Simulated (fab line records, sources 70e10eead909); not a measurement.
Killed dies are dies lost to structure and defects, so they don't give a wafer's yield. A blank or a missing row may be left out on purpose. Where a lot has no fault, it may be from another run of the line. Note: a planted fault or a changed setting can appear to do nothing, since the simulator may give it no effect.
Problem report, 8D (eight disciplines) form, completed by code    flow nand harc    the parts of the form that need people (team, actions taken, sign-off) are left out

## 1. THE PROBLEM
thk nm at NHARC_A_ONON_D1_THK_MEAS_05 reads a mean of 1414 nm on 2 wafers of 2 lots; wafers without a fault read 1001 nm with a standard deviation of 9. Relative to the usual mean, that is a shift of +46 standard deviations.
The step: measures by ellipsometry.
The first sign was on wafer L819.2 at day 13 19:00, on film metro-02. Wafers with a number at this step in the record: 42, from 14 lots. By rule, "out" or "out of limits" means more than 4 standard deviations away from the usual mean. The rest of the wafers with a number are treated as sound.

## 2. WHAT IT IS; WHAT IT IS NOT
question                     is                 is not
which readings at this step  thk nm             -
which lots                   L819, L822         L805, L806, L807, L809, L810, L811, L812, L814, L817, L821, L827, L828
which wafers of those lots   L819.2, L822.2     L819.3, L819.6, L822.5, L822.6
read on which gauges         film metro-02      film metro-01
when                         from day 13 19:00  up to then (29 sound wafers); but 11 sound wafers of L821, L822, L827, L828 came after

## 3. SUSPECTS, AND WHAT RULES EACH OUT
Counting: a tool at a process step up to the reading stays a suspect if it ran every lot that is out. Sound lots after the first of them don't rule it out here, since some wafers of a struck lot are sound.
- ruled out: the gauge at NHARC_A_ONON_D1_THK_MEAS_05. All the wafers that are out were read on film metro-02, but those of them that NHARC_END_SORT_01 has rows for are out there too, on other tools.
- pecvd onon-03 at NHARC_A_ONON_D1_DEP_03 (target thk 1000 nm): kept. Every lot that is out went through it, the first being L819 (day 13 18:32); the last sound lot it ran before that was L811 (day 10 06:49).
Left after counting: pecvd onon-03 at NHARC_A_ONON_D1_DEP_03.

## 4. THE CAUSE (what the simulator had put in)
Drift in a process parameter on pecvd onon-03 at NHARC_A_ONON_D1_DEP_03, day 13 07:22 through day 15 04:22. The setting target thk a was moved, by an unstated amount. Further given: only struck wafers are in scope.
After counting, this tool was the only one left.

## 5. SEQUENCE OF EFFECTS, ordered by route
Rows list readings where the struck wafers' mean (over those with a number) sits beyond 3 standard deviations from the usual. Readings are gone through only where the record gives a usual standard deviation; hours: the median, over the lots, of the time from a lot's start at the first step in this table giving one to that lot's start at this step; sigmas: the change measured in usual standard deviations.
hours  step                         reading          usual    on struck wafers  change  sigmas
0      NHARC_A_ONON_D1_THK_MEAS_05  thk nm           1001 nm  1414              +414    +46
394    NHARC_END_SORT_01            killed at array  59       672               +614    +31
394    NHARC_END_SORT_01            killed dies      63       677               +614    +29

## 6. HOW IT WOULD HAVE BEEN CAUGHT EARLIER
Counted from the fault's start at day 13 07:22, it took 12 hours until the first out-of-limits reading at a measuring or inspecting step in this record, taken at day 13 19:00.
Among the 2 lots that are out, L822 began NHARC_A_ONON_D1_DEP_03 on pecvd onon-03 after day 13 19:00. Holding the tool at that time would have saved it.
